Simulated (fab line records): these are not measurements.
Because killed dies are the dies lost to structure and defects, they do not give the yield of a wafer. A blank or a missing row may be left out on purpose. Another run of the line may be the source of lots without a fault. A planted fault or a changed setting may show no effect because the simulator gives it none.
fab line records | flow n5_finfet
record lots=14 | wafers=41 | last_day=17
route steps=1938 shown HKMG_FIN@461 GATE_CUT@484
lots that met no fault: taken from a fault-free run of the same line
start_h: the number of hours between the record's first day and the start of the first shown wafer of the lot | wait_h: hours elapsed since this lot's preceding step | " unchanged from the row above | L1.1+2: a row that stands for several wafers | - no value, or no start given | * or withheld: withheld | < > ~ a bound
route shown NAME@n: a module of which the file shows steps, and the number in the route of the first | usual: mean and standard deviation over wafers with no fault | same: alike in all rows | chamber/n: place in a boat | sites: each site's reading | _std_site: the values' standard deviation | _edge_site: mean of outer sites minus mean of inner sites | radius_mm: how far each site lies from the wafer's centre | mask NAME#n: copy n | behind: the last tool/chamber to shape the wafer | hold: why the lot was held/for how many hours/how that ended | device: names the non-switching transistor (n, p or np) | end of line: tests of these same wafers at the route's end | a step with no rows: only its recipe | killed: count of dies lost to structure and defects at first sort (not the wafer's yield) | map: a wafer's dies, marking killed ones x, the rest . and places with no die _
set.NAME: setting as actually run; set.NAME@STEP: the setting as run at that earlier step | model.NAME: the simulator's own value behind a step, which no gauge read
a sample of lots followed through the steps of the route, with each step as a table and each wafer as a row
services: the hour from which a tool's chamber was out of use, counted from the record's first day as start_h (under 0 if before that day), plus the number of hours and why
## steps
# step N5_HKMG_FIN_CMP_23
# recipe stop_on=SiNx | t_overpolish_s=10 | post_cmp_clean=rinse_only | down_force_psi=4 | platen_rpm=50.289 | pad_velocity_m_s=1.0006 | target_thk_nm=46.326
# usual motor_current_A=12.6/1.3 | overpolish_run_s=9.999/0.0087 | platen_rpm=50.29/0.037 | time_to_endpoint_s=12.0/1.8
lot.wafer | tool   | chamber | start_h | wait_h | motor_current_A | overpolish_run_s | platen_rpm | time_to_endpoint_s
L649.3    | cmp-04 | 0       | 78.85   | 0.0    | 13.8            | 10.017           | 50.34      | 11.9
L649.6    | "      | 0       | "       | "      | 13.8            | 10.006           | 50.31      | 14.9
L649.5    | "      | 1       | "       | "      | 11.0            | 10.000           | 50.26      | 15.0
L650.3    | cmp-02 | 0       | 82.40   | 0.0    | 12.1            | 10.001           | 50.33      | 10.1
L650.4    | "      | 1       | "       | "      | 13.0            | 9.993            | 50.22      | 13.5
L650.6    | "      | 1       | "       | "      | 11.8            | 10.002           | 50.27      | 14.2
L652.2    | cmp-03 | 2       | 103.86  | 0.0    | 10.7            | 9.988            | 50.26      | 12.9
L652.5    | "      | 3       | "       | "      | 12.7            | 9.988            | 50.30      | 14.3
L653.3    | cmp-04 | 1       | 110.27  | 0.2    | 10.6            | 10.004           | 50.29      | 14.2
L653.1    | "      | 2       | "       | "      | 11.7            | 10.015           | 50.29      | 15.8
L653.6    | "      | 0       | "       | "      | 13.7            | 9.997            | 50.34      | 15.9
L654.1    | cmp-04 | 0       | 113.09  | 0.0    | 14.2            | 10.003           | 50.22      | 15.0
L654.3    | "      | 1       | "       | "      | 10.8            | 10.004           | 50.29      | 14.3
L654.5    | "      | 0       | "       | "      | 14.2            | 10.005           | 50.35      | 12.0
L655.4    | cmp-03 | 2       | 115.77  | 0.0    | 10.6            | 9.992            | 50.32      | 11.5
L655.1    | "      | 3       | "       | "      | 12.1            | 10.000           | 50.33      | 11.8
L655.2    | "      | 1       | "       | "      | 14.5            | 10.010           | 50.33      | 12.4
L657.3    | cmp-03 | 3       | 127.58  | 0.0    | 12.4            | 9.988            | 50.30      | 11.0
L657.1    | "      | 1       | "       | "      | 14.7            | 10.008           | 50.29      | 11.6
L657.2    | "      | 2       | "       | "      | 10.5            | 10.000           | 50.23      | 10.2
L660.2    | cmp-03 | 0       | 153.63  | 0.0    | 12.8            | 10.003           | 50.32      | 10.1
L660.4    | "      | 1       | "       | "      | 14.5            | 10.010           | 50.23      | 9.8
L660.5    | "      | 1       | "       | "      | 14.1            | 9.994            | 50.24      | 13.3
L664.1    | cmp-03 | 3       | 170.52  | 0.3    | 12.4            | 10.002           | 50.27      | 13.1
L664.5    | "      | 0       | "       | "      | 12.9            | 9.984            | 50.30      | 12.4
L664.6    | "      | 1       | "       | "      | 14.1            | 10.002           | 50.27      | 11.9
L665.2    | cmp-04 | 2       | 181.41  | 0.1    | 11.6            | 10.017           | 50.26      | 13.3
L665.6    | "      | 1       | "       | "      | 10.5            | 9.983            | 50.31      | 13.5
L665.5    | "      | 2       | "       | "      | 11.7            | 9.991            | 50.32      | 13.1
L667.1    | cmp-03 | 3       | 192.67  | 0.2    | 12.6            | 9.983            | 50.24      | 12.3
L667.3    | "      | 0       | "       | "      | 13.3            | 10.000           | 50.31      | 12.5
L667.4    | "      | 1       | "       | "      | 14.3            | 10.005           | 50.33      | 9.5
L669.2    | cmp-03 | 3       | 202.80  | 0.0    | 12.6            | 9.989            | 50.24      | 10.9
L669.3    | "      | 1       | "       | "      | 13.6            | 10.012           | 50.27      | 8.4
L669.1    | "      | 2       | "       | "      | 10.5            | 9.997            | 50.27      | 8.4
L671.2    | cmp-04 | 3       | 213.30  | 0.1    | 13.1            | 10.002           | 50.26      | 10.6
L671.4    | "      | 0       | "       | "      | 13.8            | 9.992            | 50.27      | 12.9
L671.5    | "      | 3       | "       | "      | 14.3            | 9.980            | 50.31      | 9.6
L672.3    | cmp-03 | 0       | 215.91  | 0.0    | 12.7            | 9.997            | 50.28      | 12.1
L672.1    | "      | 3       | "       | "      | 13.1            | 10.000           | 50.31      | 10.4
L672.5    | "      | 0       | "       | "      | 12.4            | 9.982            | 50.31      | 13.4
# step N5_GATE_CUT_EXPOSE_10
# recipe mask_id=GATE_CUT | na=0.33 | source_shape=annular | sigma_inner=0.35 | sigma_outer=0.8 | polarization=unpolarized | target_cd_nm=20 | dose_mj=43.25
# usual exposure_dose_mJ_cm2=43.16/0.051 | focus_offset_nm=0.0/0.56
lot.wafer | tool           | chamber | start_h | wait_h | mask       | exposure_dose_mJ_cm2 | focus_offset_nm
L649.3    | euv_scanner-02 | 0       | 83.42   | -      | GATE_CUT#0 | 43.16                | 0.4
L649.5    | "              | 0       | "       | "      | GATE_CUT#0 | 43.17                | 0.2
L649.6    | "              | 0       | "       | "      | GATE_CUT#0 | 43.16                | 0.2
L650.3    | euv_scanner-02 | 0       | 86.77   | -      | GATE_CUT#0 | 43.19                | 0.0
L650.4    | "              | 0       | "       | "      | GATE_CUT#0 | 43.20                | 1.7
L650.6    | "              | 0       | "       | "      | GATE_CUT#0 | 43.18                | 0.2
L652.2    | euv_scanner-01 | 0       | 108.18  | -      | GATE_CUT#0 | 43.10                | -0.8
L652.5    | "              | 0       | "       | "      | GATE_CUT#0 | 43.11                | -0.2
L653.1    | euv_scanner-02 | 0       | 116.74  | -      | GATE_CUT#0 | 43.24                | -0.8
L653.3    | "              | 0       | "       | "      | GATE_CUT#0 | 43.26                | -0.2
L653.6    | "              | 0       | "       | "      | GATE_CUT#0 | 43.23                | -1.3
L654.1    | euv_scanner-02 | 0       | 117.70  | -      | GATE_CUT#0 | 43.24                | -0.6
L654.3    | "              | 0       | "       | "      | GATE_CUT#0 | 43.25                | -1.0
L654.5    | "              | 0       | "       | "      | GATE_CUT#0 | 43.23                | -0.6
L655.1    | euv_scanner-02 | 0       | 120.08  | -      | GATE_CUT#0 | 43.17                | -0.3
L655.2    | "              | 0       | "       | "      | GATE_CUT#0 | 43.18                | -0.5
L655.4    | "              | 0       | "       | "      | GATE_CUT#0 | 43.27                | -0.8
L657.1    | euv_scanner-01 | 0       | 131.87  | -      | GATE_CUT#0 | 43.19                | -1.0
L657.2    | "              | 0       | "       | "      | GATE_CUT#0 | 43.10                | 0.1
L657.3    | "              | 0       | "       | "      | GATE_CUT#0 | 43.18                | 0.6
L660.2    | euv_scanner-02 | 0       | 157.98  | -      | GATE_CUT#0 | 43.15                | -0.3
L660.4    | "              | 0       | "       | "      | GATE_CUT#0 | 43.25                | 0.0
L660.5    | "              | 0       | "       | "      | GATE_CUT#0 | 43.21                | 0.4
L664.1    | euv_scanner-02 | -       | 174.66  | -      | GATE_CUT#0 | -                    | -
L664.5    | "              | -       | "       | "      | GATE_CUT#0 | -                    | -
L664.6    | "              | -       | "       | "      | GATE_CUT#0 | -                    | -
L665.2    | euv_scanner-02 | -       | 185.71  | -      | GATE_CUT#0 | -                    | -
L665.5    | "              | -       | "       | "      | GATE_CUT#0 | -                    | -
L665.6    | "              | -       | "       | "      | GATE_CUT#0 | -                    | -
L667.1    | euv_scanner-01 | 0       | 196.81  | -      | GATE_CUT#0 | 43.15                | -0.5
L667.3    | "              | 0       | "       | "      | GATE_CUT#0 | 43.12                | 0.7
L667.4    | "              | 0       | "       | "      | GATE_CUT#0 | 43.04                | 0.3
L669.1    | euv_scanner-01 | 0       | 207.04  | -      | GATE_CUT#0 | 43.04                | 0.0
L669.2    | "              | 0       | "       | "      | GATE_CUT#0 | 43.11                | -0.5
L669.3    | "              | 0       | "       | "      | GATE_CUT#0 | 43.09                | -0.2
L671.2    | euv_scanner-02 | 0       | 217.61  | -      | GATE_CUT#0 | 43.20                | 0.3
L671.4    | "              | 0       | "       | "      | GATE_CUT#0 | 43.14                | 0.6
L671.5    | "              | 0       | "       | "      | GATE_CUT#0 | 43.19                | 0.8
L672.1    | euv_scanner-01 | 0       | 220.19  | -      | GATE_CUT#0 | 43.18                | -0.1
L672.3    | "              | 0       | "       | "      | GATE_CUT#0 | 43.16                | 0.4
L672.5    | "              | 0       | "       | "      | GATE_CUT#0 | 43.11                | 0.0
# step N5_GATE_CUT_OVL_MEAS_14
# recipe points_per_wafer=522
# usual GATE_CUT_OVL=0.4/0.74
# same points_per_wafer=522
lot.wafer | tool       | chamber | start_h | wait_h | GATE_CUT_OVL[nm]
L649.3    | overlay-01 | 0       | 83.58   | 0.0    | -0.3
L649.5    | "          | 0       | "       | "      | -0.7
L649.6    | "          | 0       | "       | "      | 0.4
L650.3    | overlay-01 | 0       | 86.93   | 0.0    | -0.1
L650.4    | "          | 0       | "       | "      | 0.8
L650.6    | "          | 0       | "       | "      | 1.1
L652.2    | overlay-02 | 0       | 108.34  | 0.0    | 1.2
L652.5    | "          | 0       | "       | "      | 0.2
L653.1    | overlay-02 | 0       | 116.91  | 0.0    | 0.0
L653.3    | "          | 0       | "       | "      | -0.2
L653.6    | "          | 0       | "       | "      | 0.6
L654.1    | overlay-02 | 0       | 117.86  | 0.0    | 0.6
L654.3    | "          | 0       | "       | "      | 1.2
L654.5    | "          | 0       | "       | "      | -0.4
L655.1    | overlay-01 | 0       | 120.25  | 0.0    | -0.3
L655.2    | "          | 0       | "       | "      | 0.1
L655.4    | "          | 0       | "       | "      | -0.8
L657.1    | overlay-02 | 0       | 132.03  | 0.0    | 0.0
L657.2    | "          | 0       | "       | "      | -0.1
L657.3    | "          | 0       | "       | "      | -0.3
L660.2    | overlay-01 | 0       | 158.14  | 0.0    | 0.1
L660.4    | "          | 0       | "       | "      | -0.2
L660.5    | "          | 0       | "       | "      | 1.2
L664.1    | overlay-01 | 0       | 174.82  | 0.0    | -
L664.5    | "          | 0       | "       | "      | -
L664.6    | "          | 0       | "       | "      | -
L665.2    | overlay-02 | 0       | 185.87  | 0.0    | -
L665.5    | "          | 0       | "       | "      | -
L665.6    | "          | 0       | "       | "      | -
L667.1    | overlay-02 | 0       | 196.97  | 0.0    | 1.0
L667.3    | "          | 0       | "       | "      | 0.8
L667.4    | "          | 0       | "       | "      | -0.5
L669.1    | overlay-01 | 0       | 207.20  | 0.0    | 0.1
L669.2    | "          | 0       | "       | "      | -0.6
L669.3    | "          | 0       | "       | "      | -0.1
L671.2    | overlay-02 | 0       | 217.77  | 0.0    | -0.2
L671.4    | "          | 0       | "       | "      | 0.8
L671.5    | "          | 0       | "       | "      | 0.6
L672.1    | overlay-02 | 0       | 220.35  | 0.0    | -0.2
L672.3    | "          | 0       | "       | "      | 0.3
L672.5    | "          | 0       | "       | "      | 0.0
# step N5_GATE_CUT_ETCH_36
# recipe chemistry=CF4 | target=SiARC | target_depth_a=130 | mask_material=CAR-EUV | time_s=21.7 | ion_energy_ev=80 | pressure_mtorr=40 | source_w=545 | bias_w=36 | Ar_flow_sccm=100 | cf4_flow_sccm=100 | ends=cleared
# usual drypump_motor_current_A=5.6/0.42 | etch_rf_on_time_s=21.8/0.39 | oes_product_au=0.64/0.06 | rf_vpp_V=184.1/1.1 | showerhead_plenum_p_Torr=2.14/0.066 | throttle_valve_pct=15.73/0.24
lot.wafer | tool        | chamber | start_h | wait_h | drypump_motor_current_A | etch_rf_on_time_s | oes_product_au | rf_hours_counter_h | rf_vpp_V | showerhead_plenum_p_Torr | throttle_valve_pct
L649.3    | rie_diel-03 | 3       | 83.72   | 0.0    | 5.3                     | 21.4              | 0.68           | 145                | 185.1    | 2.24                     | 15.83
L649.5    | "           | 3       | "       | "      | 5.2                     | 21.2              | 0.67           | -                  | 183.9    | 2.24                     | 15.83
L649.6    | "           | 0       | "       | "      | 5.6                     | 21.9              | 0.64           | -                  | 185.0    | 2.23                     | 15.78
L650.3    | rie_diel-04 | 2       | 87.35   | 0.0    | 5.7                     | 22.3              | 0.63           | 145                | 185.7    | 2.22                     | 15.24
L650.4    | "           | 3       | "       | "      | 5.9                     | 21.8              | 0.62           | 200                | 183.4    | 2.13                     | 16.08
L650.6    | "           | 3       | "       | "      | 5.9                     | 21.6              | 0.63           | -                  | 184.1    | 2.13                     | 16.09
L652.2    | rie_diel-03 | 2       | 108.48  | 0.0    | 5.5                     | 22.0              | 0.65           | 142                | 182.3    | 2.07                     | 15.86
L652.5    | "           | 2       | "       | "      | 5.5                     | 22.0              | 0.65           | -                  | 183.5    | 2.08                     | 15.86
L653.1    | rie_diel-04 | 1       | 118.19  | 0.0    | 6.1                     | 21.5              | 0.60           | 242                | 184.0    | 2.13                     | 15.88
L653.3    | "           | 0       | "       | "      | 4.7                     | 21.7              | 0.61           | 177                | 182.4    | 2.04                     | 15.69
L653.6    | "           | 0       | "       | "      | 4.7                     | 21.7              | 0.61           | -                  | 183.9    | 2.04                     | 15.71
L654.1    | rie_diel-03 | 3       | 118.56  | 0.0    | 5.2                     | 21.3              | 0.66           | 159                | 183.7    | 2.23                     | 15.85
L654.3    | "           | 1       | "       | "      | 5.8                     | 22.0              | 0.64           | 162                | 183.5    | 2.15                     | 15.75
L654.5    | "           | 2       | "       | "      | 5.5                     | 21.6              | 0.65           | -                  | 182.1    | 2.07                     | 15.88
L655.1    | rie_diel-03 | 3       | 120.75  | 0.0    | 5.2                     | 21.4              | 0.66           | 160                | 185.0    | 2.23                     | 15.86
L655.2    | "           | 0       | "       | "      | 5.6                     | 22.2              | 0.62           | 132                | 183.5    | 2.23                     | 15.81
L655.4    | "           | 2       | "       | "      | 5.5                     | 21.8              | 0.65           | 148                | 183.3    | 2.07                     | 15.88
L657.1    | rie_diel-04 | 1       | 132.18  | 0.0    | 6.1                     | 21.6              | 0.59           | 247                | 182.8    | 2.13                     | 15.90
L657.2    | "           | 0       | "       | "      | 4.7                     | 21.7              | 0.60           | 183                | 184.5    | 2.04                     | 15.70
L657.3    | "           | 2       | "       | "      | 5.8                     | 22.1              | 0.62           | 163                | 186.0    | 2.21                     | 15.28
L660.2    | rie_diel-04 | 0       | 158.28  | 0.0    | 4.7                     | 21.5              | 0.60           | 194                | 184.2    | 2.04                     | 15.72
L660.4    | "           | 0       | "       | "      | 4.7                     | 21.4              | 0.60           | -                  | 182.6    | 2.04                     | 15.72
L660.5    | "           | 2       | "       | "      | 5.7                     | 22.0              | 0.62           | -                  | 186.0    | 2.21                     | 15.31
L664.1    | rie_diel-03 | 0       | 174.97  | 0.0    | 5.7                     | 22.3              | 0.27           | 148                | 185.1    | 2.22                     | 15.83
L664.5    | "           | 0       | "       | "      | 5.7                     | 22.3              | 0.28           | -                  | 185.8    | 2.22                     | 15.83
L664.6    | "           | 3       | "       | "      | 5.2                     | 21.5              | 0.28           | -                  | 185.4    | 2.23                     | 15.87
L665.2    | rie_diel-04 | 2       | 186.06  | 0.0    | 5.7                     | 22.0              | 0.27           | 185                | 186.1    | 2.20                     | 15.31
L665.5    | "           | 0       | "       | "      | 4.7                     | 21.7              | 0.26           | -                  | 182.1    | 2.03                     | 15.74
L665.6    | "           | 1       | "       | "      | 6.1                     | 21.1              | 0.36           | -                  | 183.6    | 2.12                     | 15.38
L667.1    | rie_diel-03 | 2       | 197.17  | 0.0    | 5.5                     | 22.2              | 0.62           | 172                | 183.1    | 2.07                     | 15.92
L667.3    | "           | 0       | "       | "      | 5.6                     | 22.2              | 0.61           | 151                | 184.7    | 2.22                     | 15.85
L667.4    | "           | 1       | "       | "      | 5.8                     | 22.3              | 0.62           | 187                | 183.3    | 2.14                     | 15.81
L669.1    | rie_diel-04 | 3       | 207.36  | 0.0    | 5.9                     | 21.7              | 0.61           | 227                | 183.4    | 2.12                     | 16.13
L669.2    | "           | 1       | "       | "      | 6.1                     | 21.3              | 0.82           | 9                  | 182.9    | 2.12                     | 15.42
L669.3    | "           | 2       | "       | "      | 5.7                     | 22.3              | 0.60           | 192                | 184.3    | 2.20                     | 15.34
L671.2    | rie_diel-03 | 1       | 217.91  | 0.0    | 5.8                     | 22.4              | 0.62           | 193                | 183.8    | 2.14                     | 15.82
L671.4    | "           | 2       | "       | "      | 5.5                     | 21.9              | 0.63           | 179                | 182.8    | 2.06                     | 15.94
L671.5    | "           | 2       | "       | "      | 5.5                     | 21.9              | 0.63           | -                  | 184.3    | 2.06                     | 15.93
L672.1    | rie_diel-01 | 2       | 220.57  | 0.0    | 6.3                     | 21.6              | 0.63           | 178                | 183.5    | 2.13                     | 15.75
L672.3    | "           | 0       | "       | "      | 5.3                     | 20.4              | 0.85           | 4                  | 185.1    | 2.19                     | 15.57
L672.5    | "           | 2       | "       | "      | 6.3                     | 21.9              | 0.62           | -                  | 183.2    | 2.13                     | 15.76
## services
tool           | chamber | start_h | hours | kind
cmp-02         | -       | 60.58   | 4.0   | pm
rie_diel-03    | 1       | 64.09   | 32.7  | repair
euv_scanner-01 | -       | 64.72   | 4.6   | pm
euv_scanner-01 | -       | 72.39   | 1.4   | repair
cmp-04         | -       | 82.95   | 6.9   | pm
cmp-03         | -       | 90.38   | 4.7   | pm
cmp-04         | -       | 93.07   | 14.5  | repair
euv_scanner-02 | -       | 94.40   | 1.0   | pm
rie_diel-04    | 1       | 100.49  | 1.5   | repair
euv_scanner-01 | -       | 102.38  | 1.0   | pm
cmp-04         | -       | 107.92  | 2.0   | repair
rie_diel-04    | 3       | 109.90  | 12.2  | repair
euv_scanner-01 | -       | 112.98  | 12.0  | pm
rie_diel-04    | 3       | 126.58  | 27.6  | repair
euv_scanner-01 | -       | 128.82  | 0.4   | repair
rie_diel-04    | -       | 138.91  | 0.5   | repair
euv_scanner-01 | -       | 138.99  | 5.4   | repair
euv_scanner-02 | -       | 150.55  | 1.0   | pm
euv_scanner-01 | -       | 158.53  | 1.0   | pm
cmp-04         | -       | 192.23  | 4.0   | pm
cmp-03         | -       | 196.27  | 4.3   | pm
euv_scanner-02 | -       | 206.70  | 1.0   | pm
euv_scanner-02 | -       | 214.39  | 1.1   | repair
euv_scanner-01 | -       | 215.47  | 1.0   | pm
## key
first_sign step=N5_GATE_CUT_EXPOSE_10 | reading=tool_record | direction=missing
effect none on later readings
met_at N5_GATE_CUT_EXPOSE_10
struck_lots L664,L665
later_rows_left_out L664.1,L664.5,L664.6,L665.2,L665.5,L665.6
sort_left_out L664.1,L664.5,L664.6,L665.2,L665.5,L665.6
not_acting_at N5_HKMG_FIN_CMP_23,N5_GATE_CUT_OVL_MEAS_14,N5_GATE_CUT_ETCH_36
onset_between 157.98 174.66
fault kind=skipped_step_whole | tool=euv_scanner-02 | chamber=- | onset_h=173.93 | steps=N5_GATE_CUT_EXPOSE_10 | scope=struck_lots_only
# sort_left_out: the simulated sort isn't trusted on such a fault, so these wafers' sort isn't shown, and their yield isn't known
# later_rows_left_out: the simulator's readings of these wafers behind a module that went badly wrong aren't trusted and aren't shown, but for the sort
